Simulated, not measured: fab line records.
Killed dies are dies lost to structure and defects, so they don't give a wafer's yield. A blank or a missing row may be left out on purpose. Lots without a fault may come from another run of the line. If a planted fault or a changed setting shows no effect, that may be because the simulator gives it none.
Matching of chambers    flow n5Finfet    N5_BEOL_M0_STRIP_104 on rieDiel-01 has 4 sister chambers
The step strips in N2/H2. 20 wafers are shown with their chamber, then 10 later ones without.

## EACH WAFER AND ITS CHAMBER
wafer   chamber  showerheadPlenumPTorr (Torr)  drypumpMotorCurrentA (A)  throttleValvePct (%)
L077.1  2        2.55                          5.1                       24.4
L077.4  1        2.70                          5.8                       23.5
L077.5  2        2.55                          5.1                       24.3
L078.1  3        2.42                          5.0                       23.4
L078.3  0        2.59                          6.2                       23.6
L078.6  1        2.70                          5.9                       23.6
L081.2  0        2.59                          6.3                       23.7
L081.3  2        2.54                          5.1                       24.3
L081.4  1        2.69                          5.8                       23.5
L083.2  1        2.69                          5.8                       23.5
L083.5  0        2.59                          6.2                       23.7
L083.6  3        2.41                          5.1                       23.4
L084.1  1        2.69                          5.8                       23.6
L084.4  0        2.59                          6.2                       23.7
L084.6  3        2.41                          5.0                       23.4
L086.2  0        2.59                          6.3                       23.7
L086.4  0        2.59                          6.3                       23.6
L086.6  3        2.41                          5.0                       23.4
L087.1  0        2.58                          6.2                       23.7
L087.2  3        2.41                          5.1                       23.4

SIGNATURES (means of the wafers above)
reading                chamber 0  chamber 1  chamber 2  chamber 3  scatter within a chamber
showerheadPlenumPTorr  2.5886     2.6940     2.5467     2.4120     0.00469
drypumpMotorCurrentA   6.243      5.820      5.100      5.040      0.0482
throttleValvePct       23.671     23.540     24.333     23.400     0.0454
Rule: a wafer's distance from a chamber is the root of the sum, over the readings, of the square of ((its reading less the chamber's mean) divided by the reading's scatter). The wafer belongs to the nearest chamber; if the next one is less than 2 further off, it can't be placed. The scatter: the root of (the sum of the squares of (reading less its chamber's mean) over the shown wafers, divided by (wafers less chambers)).

## WAFERS WITHOUT THEIR CHAMBER
wafer   showerheadPlenumPTorr (Torr)  drypumpMotorCurrentA (A)  throttleValvePct (%)
L087.4  2.69                          5.8                       23.6
L090.1  2.58                          6.3                       23.6
L090.3  2.41                          5.1                       23.4
L090.5  2.54                          5.1                       24.4
L093.3  2.40                          5.1                       23.4
L093.4  2.40                          5.0                       23.4
L093.6  2.68                          5.8                       23.6
L094.4  2.68                          5.8                       23.6
L094.5  2.40                          5.1                       23.4
L094.6  2.54                          5.1                       24.4

## WHICH CHAMBER EACH WENT THROUGH
wafer   from the rows above  in truth
L087.4  1                    1
L090.1  0                    0
L090.3  3                    3
L090.5  2                    2
L093.3  3                    3
L093.4  3                    3
L093.6  1                    1
L094.4  1                    1
L094.5  3                    3
L094.6  2                    2
Correct placement for 10 of the 10. From these rows, 0 cannot be placed. Wrongly placed: 0.
